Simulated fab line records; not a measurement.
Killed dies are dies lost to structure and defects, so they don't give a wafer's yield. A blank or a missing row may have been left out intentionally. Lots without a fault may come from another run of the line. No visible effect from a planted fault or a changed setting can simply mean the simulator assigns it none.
Lot-split experiment + flow n5-finfet + route with 1938 steps; 7 lots, 39 wafers read

## ABOUT THE SPLIT
At N5_ZERO_LAYER_PECVD_02 (deposits SiO2 from SiH4/N2O, target thk 10 nm, time 6 s), the setting time-s was moved away from the recipe's 6 s on 12 of the 39 wafers read, by -32.7% to +44.2%. This setting was run at the recipe's value on the other wafers.

Reading taken at the split's own step.

## THE READING
SiO2_of_ZERO_LAYER_PECVD_02.thk-nm (the simulator's own value, which no gauge read), in nm, at N5_ZERO_LAYER_PECVD_02 (deposits SiO2 from SiH4/N2O, target thk 10 nm, time 6 s). There is no usual value for it anywhere in the file. Average 9.957 nm, standard deviation 0.18 nm, over the 27 wafers here run with the recipe.

| wafer  | tool, chamber at the split | time-s as run, s | against the recipe | SiO2_of_ZERO_LAYER_PECVD_02.thk-nm, nm | against lot-mates on the recipe |
|--------|----------------------------|------------------|--------------------|----------------------------------------|---------------------------------|
| L078.1 | pecvd-01, 2                | 7.287            | +21.4%             | 12.11                                  | +1.933                          |
| L078.2 | pecvd-01, 0                | 6                | recipe             | 10.08                                  | -                               |
| L078.3 | pecvd-01, 0                | 7.287            | +21.4%             | 12.42                                  | +2.243                          |
| L078.4 | pecvd-01, 2                | 6                | recipe             | 10.14                                  | -                               |
| L078.5 | pecvd-01, 0                | 6                | recipe             | 10.31                                  | -                               |
| L078.6 | pecvd-01, 2                | 7.287            | +21.4%             | 12.39                                  | +2.213                          |
| L079.4 | pecvd-03, 0                | 6                | recipe             | 10.19                                  | -                               |
| L079.5 | pecvd-03, 1                | 6                | recipe             | 9.825                                  | -                               |
| L079.6 | pecvd-03, 0                | 6                | recipe             | 9.999                                  | -                               |
| L086.1 | pecvd-01, 1                | 6                | recipe             | 9.944                                  | -                               |
| L086.2 | pecvd-01, 2                | 6                | recipe             | 10.1                                   | -                               |
| L086.3 | pecvd-01, 0                | 6                | recipe             | 10.02                                  | -                               |
| L086.4 | pecvd-01, 0                | 6                | recipe             | 10.17                                  | -                               |
| L086.5 | pecvd-01, 2                | 6                | recipe             | 10.03                                  | -                               |
| L086.6 | pecvd-01, 1                | 6                | recipe             | 10.01                                  | -                               |
| L089.1 | pecvd-03, 0                | 7.047            | +17.4%             | 11.4                                   | +1.691                          |
| L089.2 | pecvd-03, 1                | 6                | recipe             | 9.625                                  | -                               |
| L089.3 | pecvd-03, 2                | 6                | recipe             | 9.655                                  | -                               |
| L089.4 | pecvd-03, 2                | 7.047            | +17.4%             | 11.77                                  | +2.061                          |
| L089.5 | pecvd-03, 1                | 6                | recipe             | 9.848                                  | -                               |
| L089.6 | pecvd-03, 0                | 7.047            | +17.4%             | 11.74                                  | +2.031                          |
| L090.1 | pecvd-03, 0                | 6                | recipe             | 9.75                                   | -                               |
| L090.2 | pecvd-03, 2                | 6                | recipe             | 9.569                                  | -                               |
| L090.3 | pecvd-03, 1                | 4.037            | -32.7%             | 6.366                                  | -3.317                          |
| L090.4 | pecvd-03, 1                | 6                | recipe             | 9.731                                  | -                               |
| L090.5 | pecvd-03, 0                | 4.037            | -32.7%             | 6.59                                   | -3.093                          |
| L090.6 | pecvd-03, 2                | 4.037            | -32.7%             | 6.375                                  | -3.308                          |
| L091.1 | pecvd-01, 2                | 6                | recipe             | 9.875                                  | -                               |
| L091.2 | pecvd-01, 0                | 6                | recipe             | 10                                     | -                               |
| L091.3 | pecvd-01, 1                | 8.65             | +44.2%             | 14.15                                  | +4.155                          |
| L091.4 | pecvd-01, 1                | 8.65             | +44.2%             | 14.33                                  | +4.335                          |
| L091.5 | pecvd-01, 0                | 6                | recipe             | 10.11                                  | -                               |
| L091.6 | pecvd-01, 2                | 8.65             | +44.2%             | 14.41                                  | +4.415                          |
| L096.1 | pecvd-01, 0                | 6                | recipe             | 9.834                                  | -                               |
| L096.2 | pecvd-01, 1                | 6                | recipe             | 9.789                                  | -                               |
| L096.3 | pecvd-01, 2                | 6                | recipe             | 10.01                                  | -                               |
| L096.4 | pecvd-01, 0                | 6                | recipe             | 10                                     | -                               |
| L096.5 | pecvd-01, 2                | 6                | recipe             | 10.06                                  | -                               |
| L096.6 | pecvd-01, 1                | 6                | recipe             | 10.16                                  | -                               |

FIT RESULTS
A straight line over all 39 wafers: SiO2_of_ZERO_LAYER_PECVD_02.thk-nm changes by +0.102 nm for each +1% of time-s; r = +0.99; the points scatter about the line by 0.19 nm.
The same after taking each lot's own level away (the mean of its wafers on the recipe; 39 wafers): +0.099 nm for each +1%; r = +1.00; scatter 0.13 nm.
On that fit, the largest move of time-s shifts the reading by 4.4 nm.
The span of the lots' own levels, 9.6833 to 10.1767 nm, comes to 2.7 times the standard deviation stated above.
The two slopes agree, so the slope changes little with the lot-to-lot level.
Check: +4.43 nm against its lot-mates is what the line predicts for one of the wafers moved furthest among these (+44.2%) when that wafer is left out of the fit. It came out at +4.16 nm against them.

## FILE'S OWN FIT
SiO2_of_ZERO_LAYER_PECVD_02.thk-nm changes by +0.0991 nm for each +1% of time-s, r = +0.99.
